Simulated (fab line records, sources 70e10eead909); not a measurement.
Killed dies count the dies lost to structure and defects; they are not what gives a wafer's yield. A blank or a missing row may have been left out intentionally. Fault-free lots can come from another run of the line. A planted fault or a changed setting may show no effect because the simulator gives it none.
Which tool did it? | flow nand-harc | 15 lots, 45 wafers sampled, at 2 steps of a route of 1302

== WHAT EACH GAUGE READ, for each wafer ==
NHARC_P_M1_THK_MEAS_24: measures by xrf.
lot  | measured     | on            | thk-nm (nm)
L759 | day 7 08:13  | film-metro-01 | 158.8 158.7 160.7
L760 | day 7 09:34  | film-metro-02 | 159.5 159.8 162.4
L763 | day 8 19:11  | film-metro-01 | 157.0 158.5 160.7
L764 | day 9 10:48  | film-metro-02 | 156.2 161.6 156.5
L765 | day 9 12:38  | film-metro-02 | 160.2 157.8 159.7
L769 | day 11 16:18 | film-metro-01 | 159.1 158.4 158.1
L770 | day 11 16:23 | film-metro-02 | 154.6 159.4 159.6
L772 | day 12 08:58 | film-metro-02 | 160.4 159.0 157.8
L773 | day 13 01:24 | film-metro-01 | 158.6 160.7 158.2
L774 | day 13 03:19 | film-metro-01 | 156.2 157.5 159.8
L775 | day 13 21:04 | film-metro-01 | 158.0 158.3 155.7
L776 | day 14 04:08 | film-metro-01 | 156.3 158.0 158.5
L778 | day 14 21:56 | film-metro-02 | 157.1 158.7 157.4
L779 | day 15 11:35 | film-metro-01 | 158.1 160.8 159.9
L780 | day 15 17:48 | film-metro-01 | 155.6 160.9 156.4

== EACH LOT AND THE TOOL THAT RAN IT (in order: tool; ch and the chambers of the sampled wafers; start) ==
lot  | NHARC_P_M1_CMP_23
L759 | cmp-01 ch 0,2,3, day 7 07:56
L760 | cmp-01 ch 1,2, day 7 09:17
L763 | cmp-04 ch 0,2, day 8 18:53
L764 | cmp-01 ch 2,3, day 9 10:30
L765 | cmp-04 ch 0,2,3, day 9 12:19
L769 | cmp-02 ch 0,2,3, day 11 16:04
L770 | cmp-04 ch 1,2, day 11 16:06
L772 | cmp-02 ch 1,2,3, day 12 08:44
L773 | cmp-01 ch 0,2,3, day 13 01:05
L774 | cmp-04 ch 0,2,3, day 13 03:01
L775 | cmp-01 ch 0,1, day 13 20:47
L776 | cmp-02 ch 1,2,3, day 14 03:51
L778 | cmp-01 ch 0,1, day 14 21:37
L779 | cmp-01 ch 1,3, day 15 11:16
L780 | cmp-02 ch 2,3, day 15 17:29
- NHARC_P_M1_CMP_23: polishes, t overpolish 20 s, target thk 157.82 nm.

== AS READ BY THE TOOLS THEMSELVES (means over the sampled wafers that have a number; for cases with no such wafer, the mark the record gives instead) ==
NHARC_P_M1_CMP_23.
lot  | tool   | motor-current-A (A) | time-to-endpoint-s (s)
L759 | cmp-01 | 11.4                | 34
L760 | cmp-01 | 12.6                | 31
L763 | cmp-04 | 14.3                | 30
L764 | cmp-01 | 11.1                | 28
L765 | cmp-04 | 13.7                | 29
L769 | cmp-02 | 12.2                | 31
L770 | cmp-04 | 13.2                | 26
L772 | cmp-02 | 11.9                | 28
L773 | cmp-01 | 11.7                | 31
L774 | cmp-04 | 13.6                | 29
L775 | cmp-01 | 12.8                | 29
L776 | cmp-02 | 12.4                | 27
L778 | cmp-01 | 12.7                | 31
L779 | cmp-01 | 12.5                | 30
L780 | cmp-02 | 12.6                | 27

== THE ANSWER, worked out from the rows above alone ==
Rule: usual is defined by the lots themselves. The widest of any qualifying gaps counts: lots, ordered by their means at a reading, are off when they make up no more than a third of the lots, leave a main group of 4 or more, and stand apart from it by 3 or more times the standard deviation of that group's means. Not used: any main group whose means are identical at the precision the tables above print for the reading. Also off: a lot with no number at a reading for which 4 or more lots have one. All remaining lots with rows at the step are treated as sound. The gauges are gone through in route order, then the tools' own readings, and for those a lot's mean is taken as printed above. The first step at which some lot is off is used, and at that step the reading that is off furthest; a lot without a number counts as furthest.
Nothing can be told from this: no lot is off at any reading shown.

== WHAT THE SIMULATOR PUT IN ==
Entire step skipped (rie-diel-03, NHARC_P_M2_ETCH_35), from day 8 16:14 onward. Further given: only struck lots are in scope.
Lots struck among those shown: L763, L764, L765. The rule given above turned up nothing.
